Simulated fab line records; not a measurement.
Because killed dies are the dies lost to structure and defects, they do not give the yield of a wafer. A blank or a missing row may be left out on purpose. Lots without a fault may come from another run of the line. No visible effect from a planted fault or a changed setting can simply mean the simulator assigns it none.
The tool behind it: which one? || flow nandHarc || Sampling: 24 lots, 72 wafers, 5 of 1302 route steps

## WHAT THE GAUGES SHOWED, per wafer
NHARC_A_CONTACT_CD_MEAS_53. Usual: cdNm reads 289.6 nm (standard deviation 0.85).
{"lot": "L074", "measured": "day 21 20:56", "on": "cdSem-03", "cdNm (nm)": "288.3 288.7 288.6", "flag": ""}
{"lot": "L077", "measured": "day 22 01:24", "on": "cdSem-01", "cdNm (nm)": "289.8 290.1 290.2", "flag": ""}
{"lot": "L075", "measured": "day 22 01:27", "on": "cdSem-03", "cdNm (nm)": "288.6 289.1 288.6", "flag": ""}
{"lot": "L076", "measured": "day 22 13:41", "on": "cdSem-03", "cdNm (nm)": "289.9 289.9 289.8", "flag": ""}
{"lot": "L078", "measured": "day 23 05:42", "on": "cdSem-02", "cdNm (nm)": "289.4 288.9 288.4", "flag": ""}
{"lot": "L079", "measured": "day 24 10:52", "on": "cdSem-03", "cdNm (nm)": "289.0 288.2 287.3", "flag": ""}
{"lot": "L081", "measured": "day 24 21:26", "on": "cdSem-02", "cdNm (nm)": "289.6 289.8 289.3", "flag": ""}
{"lot": "L080", "measured": "day 25 04:24", "on": "cdSem-03", "cdNm (nm)": "288.8 288.7 288.6", "flag": ""}
{"lot": "L083", "measured": "day 25 14:02", "on": "cdSem-02", "cdNm (nm)": "289.3 288.9 288.8", "flag": ""}
{"lot": "L084", "measured": "day 25 14:02", "on": "cdSem-01", "cdNm (nm)": "289.3 288.3 288.5", "flag": ""}
{"lot": "L085", "measured": "day 25 18:34", "on": "cdSem-03", "cdNm (nm)": "290.2 290.4 290.2", "flag": ""}
{"lot": "L082", "measured": "day 25 23:01", "on": "cdSem-02", "cdNm (nm)": "290.3 289.8 290.2", "flag": ""}
{"lot": "L088", "measured": "day 27 00:49", "on": "cdSem-03", "cdNm (nm)": "287.4 288.3 288.7", "flag": ""}
{"lot": "L087", "measured": "day 27 02:13", "on": "cdSem-03", "cdNm (nm)": "289.5 289.7 289.3", "flag": ""}
{"lot": "L086", "measured": "day 27 05:05", "on": "cdSem-03", "cdNm (nm)": "290.0 290.0 290.2", "flag": ""}
{"lot": "L089", "measured": "day 27 14:41", "on": "cdSem-02", "cdNm (nm)": "290.9 290.8 290.8", "flag": ""}
{"lot": "L090", "measured": "day 27 23:09", "on": "cdSem-02", "cdNm (nm)": "290.9 290.8 291.0", "flag": ""}
{"lot": "L093", "measured": "day 28 22:43", "on": "cdSem-01", "cdNm (nm)": "291.1 291.0 290.2", "flag": ""}
{"lot": "L092", "measured": "day 28 23:34", "on": "cdSem-03", "cdNm (nm)": "289.5 289.4 289.8", "flag": ""}
{"lot": "L091", "measured": "day 29 04:09", "on": "cdSem-03", "cdNm (nm)": "289.9 289.7 289.6", "flag": ""}
{"lot": "L094", "measured": "day 29 11:17", "on": "cdSem-03", "cdNm (nm)": "288.5 288.2 288.8", "flag": ""}
{"lot": "L096", "measured": "day 30 18:16", "on": "cdSem-02", "cdNm (nm)": "290.7 291.0 290.8", "flag": ""}
{"lot": "L095", "measured": "day 30 16:17", "on": "cdSem-03", "cdNm (nm)": "289.7 289.2 289.2", "flag": ""}
{"lot": "L097", "measured": "day 31 10:22", "on": "cdSem-01", "cdNm (nm)": "290.7 290.6 291.0", "flag": ""}

## EACH LOT AND THE TOOL THAT RAN IT (in order: tool; ch and the chambers of the sampled wafers; start)
{"lot": "L074", "NHARC_A_WL_FILL_ETCHBACK_16": "rieDiel-10 ch 1,2,3, day 21 09:13 or earlier", "NHARC_A_CONTACT_DEP_24": "pecvd-02 ch 0,2, day 21 09:13", "NHARC_A_CONTACT_ETCH_114": "harCapEtch-01 ch 0,1, day 21 18:14", "NHARC_A_CONTACT_ETCH_122": "harCapEtch-01 ch 0,1, day 21 19:36"}
{"lot": "L077", "NHARC_A_WL_FILL_ETCHBACK_16": "rieDiel-02 ch 0,2, day 21 14:16 or earlier", "NHARC_A_CONTACT_DEP_24": "pecvd-02 ch 1,2, day 21 14:16", "NHARC_A_CONTACT_ETCH_114": "harCapEtch-02 ch 0,1, day 21 22:35", "NHARC_A_CONTACT_ETCH_122": "harCapEtch-02 ch 0,1, day 21 23:57"}
{"lot": "L075", "NHARC_A_WL_FILL_ETCHBACK_16": "rieDiel-10 ch 0,2, day 21 14:31 or earlier", "NHARC_A_CONTACT_DEP_24": "pecvd-03 ch 1,2, day 21 14:31", "NHARC_A_CONTACT_ETCH_114": "harCapEtch-03 ch 0,1, day 21 22:44", "NHARC_A_CONTACT_ETCH_122": "harCapEtch-03 ch 0,1, day 22 00:07"}
{"lot": "L076", "NHARC_A_WL_FILL_ETCHBACK_16": "rieDiel-02 ch 1,2,3, day 22 01:10 or earlier", "NHARC_A_CONTACT_DEP_24": "pecvd-02 ch 1,2, day 22 01:10", "NHARC_A_CONTACT_ETCH_114": "harCapEtch-02 ch 0,1, day 22 10:47", "NHARC_A_CONTACT_ETCH_122": "harCapEtch-02 ch 0,1, day 22 12:10"}
{"lot": "L078", "NHARC_A_WL_FILL_ETCHBACK_16": "rieDiel-02 ch 0,1, day 22 18:55 or earlier", "NHARC_A_CONTACT_DEP_24": "pecvd-01 ch 1,2, day 22 18:55", "NHARC_A_CONTACT_ETCH_114": "harCapEtch-03 ch 0,1, day 23 03:00", "NHARC_A_CONTACT_ETCH_122": "harCapEtch-03 ch 0,1, day 23 04:22"}
{"lot": "L079", "NHARC_A_WL_FILL_ETCHBACK_16": "rieDiel-01 ch 0,2,3, day 23 21:43 or earlier", "NHARC_A_CONTACT_DEP_24": "pecvd-02 ch 1,2, day 23 21:43", "NHARC_A_CONTACT_ETCH_114": "harCapEtch-02 ch 0,1, day 24 08:11", "NHARC_A_CONTACT_ETCH_122": "harCapEtch-02 ch 0,1, day 24 09:33"}
{"lot": "L081", "NHARC_A_WL_FILL_ETCHBACK_16": "rieDiel-10 ch 0,2,3, day 24 10:26 or earlier", "NHARC_A_CONTACT_DEP_24": "pecvd-01 ch 0, day 24 10:26", "NHARC_A_CONTACT_ETCH_114": "harCapEtch-03 ch 0, day 24 18:43", "NHARC_A_CONTACT_ETCH_122": "harCapEtch-03 ch 0, day 24 20:04"}
{"lot": "L080", "NHARC_A_WL_FILL_ETCHBACK_16": "rieDiel-10 ch 0,1, day 24 17:28 or earlier", "NHARC_A_CONTACT_DEP_24": "pecvd-02 ch 0,1, day 24 17:28", "NHARC_A_CONTACT_ETCH_114": "harCapEtch-02 ch 0,1, day 25 01:41", "NHARC_A_CONTACT_ETCH_122": "harCapEtch-02 ch 0,1, day 25 03:02"}
{"lot": "L083", "NHARC_A_WL_FILL_ETCHBACK_16": "rieDiel-10 ch 1,2, day 24 23:20 or earlier", "NHARC_A_CONTACT_DEP_24": "pecvd-03 ch 0,2, day 24 23:20", "NHARC_A_CONTACT_ETCH_114": "harCapEtch-01 ch 0,1, day 25 10:12", "NHARC_A_CONTACT_ETCH_122": "harCapEtch-01 ch 0,1, day 25 12:20"}
{"lot": "L084", "NHARC_A_WL_FILL_ETCHBACK_16": "rieDiel-02 ch 1,3, day 24 23:17 or earlier", "NHARC_A_CONTACT_DEP_24": "pecvd-01 ch 0,1,2, day 24 23:17", "NHARC_A_CONTACT_ETCH_114": "harCapEtch-02 ch 1, day 25 10:56", "NHARC_A_CONTACT_ETCH_122": "harCapEtch-02 ch 1, day 25 12:18"}
{"lot": "L085", "NHARC_A_WL_FILL_ETCHBACK_16": "rieDiel-01 ch 0,1,2, day 25 02:23 or earlier", "NHARC_A_CONTACT_DEP_24": "pecvd-01 ch 1,2, day 25 02:23", "NHARC_A_CONTACT_ETCH_114": "harCapEtch-02 ch 0,1, day 25 15:53", "NHARC_A_CONTACT_ETCH_122": "harCapEtch-02 ch 0,1, day 25 17:16"}
{"lot": "L082", "NHARC_A_WL_FILL_ETCHBACK_16": "rieDiel-01 ch 0,1,3, day 25 08:24 or earlier", "NHARC_A_CONTACT_DEP_24": "pecvd-02 ch 0,1, day 25 08:24", "NHARC_A_CONTACT_ETCH_114": "harCapEtch-03 ch 0,1, day 25 20:17", "NHARC_A_CONTACT_ETCH_122": "harCapEtch-03 ch 0,1, day 25 21:40"}
{"lot": "L088", "NHARC_A_WL_FILL_ETCHBACK_16": "rieDiel-02 ch 0,2,3, day 26 13:19 or earlier", "NHARC_A_CONTACT_DEP_24": "pecvd-01 ch 0,1,2, day 26 13:19", "NHARC_A_CONTACT_ETCH_114": "harCapEtch-02 ch 1, day 26 22:04", "NHARC_A_CONTACT_ETCH_122": "harCapEtch-02 ch 1, day 26 23:26"}
{"lot": "L087", "NHARC_A_WL_FILL_ETCHBACK_16": "rieDiel-01 ch 0,2,3, day 26 13:31 or earlier", "NHARC_A_CONTACT_DEP_24": "pecvd-02 ch 1,2, day 26 13:31", "NHARC_A_CONTACT_ETCH_114": "harCapEtch-03 ch 0,1, day 26 23:29", "NHARC_A_CONTACT_ETCH_122": "harCapEtch-03 ch 0,1, day 27 00:51"}
{"lot": "L086", "NHARC_A_WL_FILL_ETCHBACK_16": "rieDiel-10 ch 0,1,3, day 26 13:41 or earlier", "NHARC_A_CONTACT_DEP_24": "pecvd-01 ch 0,1,2, day 26 13:41", "NHARC_A_CONTACT_ETCH_114": "harCapEtch-01 ch 0,1, day 27 02:24", "NHARC_A_CONTACT_ETCH_122": "harCapEtch-01 ch 0,1, day 27 03:46"}
{"lot": "L089", "NHARC_A_WL_FILL_ETCHBACK_16": "rieDiel-01 ch 1,3, day 27 01:44 or earlier", "NHARC_A_CONTACT_DEP_24": "pecvd-02 ch 0,1,2, day 27 01:44", "NHARC_A_CONTACT_ETCH_114": "harCapEtch-03 ch 0,1, day 27 11:17", "NHARC_A_CONTACT_ETCH_122": "harCapEtch-03 ch 0,1, day 27 13:06"}
{"lot": "L090", "NHARC_A_WL_FILL_ETCHBACK_16": "rieDiel-01 ch 0,2,3, day 27 11:18 or earlier", "NHARC_A_CONTACT_DEP_24": "pecvd-01 ch 0,1,2, day 27 11:18", "NHARC_A_CONTACT_ETCH_114": "harCapEtch-03 ch 0,1, day 27 19:44", "NHARC_A_CONTACT_ETCH_122": "harCapEtch-03 ch 0,1, day 27 21:33"}
{"lot": "L093", "NHARC_A_WL_FILL_ETCHBACK_16": "rieDiel-10 ch 0,2,3, day 28 11:40 or earlier", "NHARC_A_CONTACT_DEP_24": "pecvd-01 ch 1,2, day 28 11:40", "NHARC_A_CONTACT_ETCH_114": "harCapEtch-03 ch 0,1, day 28 20:00", "NHARC_A_CONTACT_ETCH_122": "harCapEtch-03 ch 0,1, day 28 21:22"}
{"lot": "L092", "NHARC_A_WL_FILL_ETCHBACK_16": "rieDiel-01 ch 0,1,2, day 28 11:40 or earlier", "NHARC_A_CONTACT_DEP_24": "pecvd-02 ch 0,1,2, day 28 11:40", "NHARC_A_CONTACT_ETCH_114": "harCapEtch-01 ch 0,1, day 28 20:50", "NHARC_A_CONTACT_ETCH_122": "harCapEtch-01 ch 0,1, day 28 22:12"}
{"lot": "L091", "NHARC_A_WL_FILL_ETCHBACK_16": "rieDiel-02 ch 1,2, day 28 15:57 or earlier", "NHARC_A_CONTACT_DEP_24": "pecvd-02 ch 0,1,2, day 28 15:57", "NHARC_A_CONTACT_ETCH_114": "harCapEtch-02 ch 0,1, day 29 00:46", "NHARC_A_CONTACT_ETCH_122": "harCapEtch-02 ch 0,1, day 29 02:36"}
{"lot": "L094", "NHARC_A_WL_FILL_ETCHBACK_16": "rieDiel-02 ch 0,1, day 28 23:19 or earlier", "NHARC_A_CONTACT_DEP_24": "pecvd-02 ch 0,2, day 28 23:19", "NHARC_A_CONTACT_ETCH_114": "harCapEtch-01 ch 0,1, day 29 08:32", "NHARC_A_CONTACT_ETCH_122": "harCapEtch-01 ch 0,1, day 29 09:53"}
{"lot": "L096", "NHARC_A_WL_FILL_ETCHBACK_16": "rieDiel-01 ch 2,3, day 30 05:38 or earlier", "NHARC_A_CONTACT_DEP_24": "pecvd-02 ch 0,1, day 30 05:38", "NHARC_A_CONTACT_ETCH_114": "harCapEtch-01 ch 0,1, day 30 14:53", "NHARC_A_CONTACT_ETCH_122": "harCapEtch-01 ch 0,1, day 30 16:42"}
{"lot": "L095", "NHARC_A_WL_FILL_ETCHBACK_16": "rieDiel-02 ch 1,2, day 30 05:38 or earlier", "NHARC_A_CONTACT_DEP_24": "pecvd-03 ch 0,1,2, day 30 05:38", "NHARC_A_CONTACT_ETCH_114": "harCapEtch-03 ch 0,1, day 30 13:34", "NHARC_A_CONTACT_ETCH_122": "harCapEtch-03 ch 0,1, day 30 14:55"}
{"lot": "L097", "NHARC_A_WL_FILL_ETCHBACK_16": "rieDiel-01 ch 0,2,3, day 30 22:35 or earlier", "NHARC_A_CONTACT_DEP_24": "pecvd-01 ch 0,1, day 30 22:35", "NHARC_A_CONTACT_ETCH_114": "harCapEtch-02 ch 0,1, day 31 07:39", "NHARC_A_CONTACT_ETCH_122": "harCapEtch-02 ch 0,1, day 31 09:01"}
- NHARC_A_WL_FILL_ETCHBACK_16: etches the open film in C4F8/O2/Ar, target depth 120 nm, time 24 s.
- NHARC_A_CONTACT_DEP_24: deposits SiO2, target thk 500 nm.
- NHARC_A_CONTACT_ETCH_114: etches the open film in C4F8/O2/Ar, time 190 s, target depth 1850 nm.
- NHARC_A_CONTACT_ETCH_122: etches the open film in C4F8/O2/Ar, time 190 s, target depth 1850 nm.

## WHAT THE TOOLS THEMSELVES READ (means of the sampled wafers that have a number; where no wafer has one, the mark that the record gives instead)
NHARC_A_WL_FILL_ETCHBACK_16. Usual: oesProductAu 0.986 a.u., standard deviation 0.027; rfFwdPowerW 589 W, standard deviation 3.6; rfVppV 721 V, standard deviation 3.7.
{"lot": "L074", "tool": "rieDiel-10", "oesProductAu (a.u.)": 0.999, "rfFwdPowerW (W)": 593, "rfVppV (V)": 719, "flag": ""}
{"lot": "L077", "tool": "rieDiel-02", "oesProductAu (a.u.)": 0.994, "rfFwdPowerW (W)": 587, "rfVppV (V)": 726, "flag": ""}
{"lot": "L075", "tool": "rieDiel-10", "oesProductAu (a.u.)": 1.010, "rfFwdPowerW (W)": 591, "rfVppV (V)": 721, "flag": ""}
{"lot": "L076", "tool": "rieDiel-02", "oesProductAu (a.u.)": 0.994, "rfFwdPowerW (W)": 584, "rfVppV (V)": 723, "flag": ""}
{"lot": "L078", "tool": "rieDiel-02", "oesProductAu (a.u.)": 0.997, "rfFwdPowerW (W)": 588, "rfVppV (V)": 724, "flag": ""}
{"lot": "L079", "tool": "rieDiel-01", "oesProductAu (a.u.)": 0.992, "rfFwdPowerW (W)": 588, "rfVppV (V)": 720, "flag": ""}
{"lot": "L081", "tool": "rieDiel-10", "oesProductAu (a.u.)": 0.964, "rfFwdPowerW (W)": 592, "rfVppV (V)": 720, "flag": ""}
{"lot": "L080", "tool": "rieDiel-10", "oesProductAu (a.u.)": 1.009, "rfFwdPowerW (W)": 593, "rfVppV (V)": 723, "flag": ""}
{"lot": "L083", "tool": "rieDiel-10", "oesProductAu (a.u.)": 1.007, "rfFwdPowerW (W)": 591, "rfVppV (V)": 720, "flag": ""}
{"lot": "L084", "tool": "rieDiel-02", "oesProductAu (a.u.)": 0.925, "rfFwdPowerW (W)": 587, "rfVppV (V)": 721, "flag": ""}
{"lot": "L085", "tool": "rieDiel-01", "oesProductAu (a.u.)": 1.005, "rfFwdPowerW (W)": 588, "rfVppV (V)": 718, "flag": ""}
{"lot": "L082", "tool": "rieDiel-01", "oesProductAu (a.u.)": 0.995, "rfFwdPowerW (W)": 587, "rfVppV (V)": 721, "flag": ""}
{"lot": "L088", "tool": "rieDiel-02", "oesProductAu (a.u.)": 0.926, "rfFwdPowerW (W)": 588, "rfVppV (V)": 725, "flag": ""}
{"lot": "L087", "tool": "rieDiel-01", "oesProductAu (a.u.)": 0.998, "rfFwdPowerW (W)": 588, "rfVppV (V)": 720, "flag": ""}
{"lot": "L086", "tool": "rieDiel-10", "oesProductAu (a.u.)": 1.000, "rfFwdPowerW (W)": 593, "rfVppV (V)": 721, "flag": ""}
{"lot": "L089", "tool": "rieDiel-01", "oesProductAu (a.u.)": 0.916, "rfFwdPowerW (W)": 587, "rfVppV (V)": 723, "flag": ""}
{"lot": "L090", "tool": "rieDiel-01", "oesProductAu (a.u.)": 0.995, "rfFwdPowerW (W)": 586, "rfVppV (V)": 720, "flag": ""}
{"lot": "L093", "tool": "rieDiel-10", "oesProductAu (a.u.)": 1.010, "rfFwdPowerW (W)": 593, "rfVppV (V)": 721, "flag": ""}
{"lot": "L092", "tool": "rieDiel-01", "oesProductAu (a.u.)": 0.998, "rfFwdPowerW (W)": 588, "rfVppV (V)": 718, "flag": ""}
{"lot": "L091", "tool": "rieDiel-02", "oesProductAu (a.u.)": 0.967, "rfFwdPowerW (W)": 586, "rfVppV (V)": 725, "flag": ""}
{"lot": "L094", "tool": "rieDiel-02", "oesProductAu (a.u.)": 0.999, "rfFwdPowerW (W)": 589, "rfVppV (V)": 723, "flag": ""}
{"lot": "L096", "tool": "rieDiel-01", "oesProductAu (a.u.)": 0.994, "rfFwdPowerW (W)": 589, "rfVppV (V)": 720, "flag": ""}
{"lot": "L095", "tool": "rieDiel-02", "oesProductAu (a.u.)": 1.001, "rfFwdPowerW (W)": 586, "rfVppV (V)": 722, "flag": ""}
{"lot": "L097", "tool": "rieDiel-01", "oesProductAu (a.u.)": 0.996, "rfFwdPowerW (W)": 586, "rfVppV (V)": 720, "flag": ""}

NHARC_A_CONTACT_DEP_24. Usual: heaterPowerW 552 W, standard deviation 72; rfFwdPowerW 898 W, standard deviation 3; showerheadVppV 1853 V, standard deviation 89; throttleValvePct 15.7 %, standard deviation 0.54.
{"lot": "L074", "tool": "pecvd-02", "heaterPowerW (W)": 510, "rfFwdPowerW (W)": 903, "showerheadVppV (V)": 1814, "throttleValvePct (%)": 15.9, "flag": ""}
{"lot": "L077", "tool": "pecvd-02", "heaterPowerW (W)": 561, "rfFwdPowerW (W)": 898, "showerheadVppV (V)": 1784, "throttleValvePct (%)": 15.4, "flag": ""}
{"lot": "L075", "tool": "pecvd-03", "heaterPowerW (W)": 614, "rfFwdPowerW (W)": 895, "showerheadVppV (V)": 1939, "throttleValvePct (%)": 15.4, "flag": ""}
{"lot": "L076", "tool": "pecvd-02", "heaterPowerW (W)": 487, "rfFwdPowerW (W)": 900, "showerheadVppV (V)": 1808, "throttleValvePct (%)": 15.3, "flag": ""}
{"lot": "L078", "tool": "pecvd-01", "heaterPowerW (W)": 440, "rfFwdPowerW (W)": 900, "showerheadVppV (V)": 1910, "throttleValvePct (%)": 15.4, "flag": ""}
{"lot": "L079", "tool": "pecvd-02", "heaterPowerW (W)": 530, "rfFwdPowerW (W)": 900, "showerheadVppV (V)": 1803, "throttleValvePct (%)": 15.7, "flag": ""}
{"lot": "L081", "tool": "pecvd-01", "heaterPowerW (W)": 584, "rfFwdPowerW (W)": 897, "showerheadVppV (V)": 1787, "throttleValvePct (%)": 15.3, "flag": ""}
{"lot": "L080", "tool": "pecvd-02", "heaterPowerW (W)": 561, "rfFwdPowerW (W)": 902, "showerheadVppV (V)": 1892, "throttleValvePct (%)": 16.4, "flag": ""}
{"lot": "L083", "tool": "pecvd-03", "heaterPowerW (W)": 633, "rfFwdPowerW (W)": 897, "showerheadVppV (V)": 1800, "throttleValvePct (%)": 16.3, "flag": ""}
{"lot": "L084", "tool": "pecvd-01", "heaterPowerW (W)": 538, "rfFwdPowerW (W)": 900, "showerheadVppV (V)": 1859, "throttleValvePct (%)": 15.6, "flag": ""}
{"lot": "L085", "tool": "pecvd-01", "heaterPowerW (W)": 472, "rfFwdPowerW (W)": 897, "showerheadVppV (V)": 1885, "throttleValvePct (%)": 15.6, "flag": ""}
{"lot": "L082", "tool": "pecvd-02", "heaterPowerW (W)": 590, "rfFwdPowerW (W)": 899, "showerheadVppV (V)": 1906, "throttleValvePct (%)": 16.4, "flag": ""}
{"lot": "L088", "tool": "pecvd-01", "heaterPowerW (W)": 532, "rfFwdPowerW (W)": 900, "showerheadVppV (V)": 1881, "throttleValvePct (%)": 15.6, "flag": ""}
{"lot": "L087", "tool": "pecvd-02", "heaterPowerW (W)": 514, "rfFwdPowerW (W)": 898, "showerheadVppV (V)": 1779, "throttleValvePct (%)": 15.3, "flag": ""}
{"lot": "L086", "tool": "pecvd-01", "heaterPowerW (W)": 513, "rfFwdPowerW (W)": 897, "showerheadVppV (V)": 1857, "throttleValvePct (%)": 15.6, "flag": ""}
{"lot": "L089", "tool": "pecvd-02", "heaterPowerW (W)": 560, "rfFwdPowerW (W)": 897, "showerheadVppV (V)": 1842, "throttleValvePct (%)": 15.7, "flag": ""}
{"lot": "L090", "tool": "pecvd-01", "heaterPowerW (W)": 511, "rfFwdPowerW (W)": 899, "showerheadVppV (V)": 1857, "throttleValvePct (%)": 15.6, "flag": ""}
{"lot": "L093", "tool": "pecvd-01", "heaterPowerW (W)": 500, "rfFwdPowerW (W)": 898, "showerheadVppV (V)": 1872, "throttleValvePct (%)": 15.8, "flag": ""}
{"lot": "L092", "tool": "pecvd-02", "heaterPowerW (W)": 549, "rfFwdPowerW (W)": 899, "showerheadVppV (V)": 1841, "throttleValvePct (%)": 15.7, "flag": ""}
{"lot": "L091", "tool": "pecvd-02", "heaterPowerW (W)": 575, "rfFwdPowerW (W)": 900, "showerheadVppV (V)": 1829, "throttleValvePct (%)": 15.9, "flag": ""}
{"lot": "L094", "tool": "pecvd-02", "heaterPowerW (W)": 606, "rfFwdPowerW (W)": 896, "showerheadVppV (V)": 1800, "throttleValvePct (%)": 15.7, "flag": ""}
{"lot": "L096", "tool": "pecvd-02", "heaterPowerW (W)": 540, "rfFwdPowerW (W)": 898, "showerheadVppV (V)": 1874, "throttleValvePct (%)": 15.9, "flag": ""}
{"lot": "L095", "tool": "pecvd-03", "heaterPowerW (W)": 635, "rfFwdPowerW (W)": 899, "showerheadVppV (V)": 1910, "throttleValvePct (%)": 16.2, "flag": ""}
{"lot": "L097", "tool": "pecvd-01", "heaterPowerW (W)": 477, "rfFwdPowerW (W)": 896, "showerheadVppV (V)": 1834, "throttleValvePct (%)": 15.6, "flag": ""}

## THE ANSWER, worked out from the rows above alone
Rule: a lot is off if the mean of its wafers that have a number lies more than 3 standard deviations from the usual mean. A lot without any number at a reading at which 4 lots or more have one is off too. All remaining lots with rows at the step are treated as sound. Order of review: gauges by route order, followed by the tools' own readings, for which a lot's mean as printed above is used. The first step at which some lot is off is used, and at that step the reading that is off furthest; a lot without a number counts as furthest.
No lot is off on any of the readings shown, so nothing can be concluded from this.

## WHAT THE SIMULATOR HAD PUT IN
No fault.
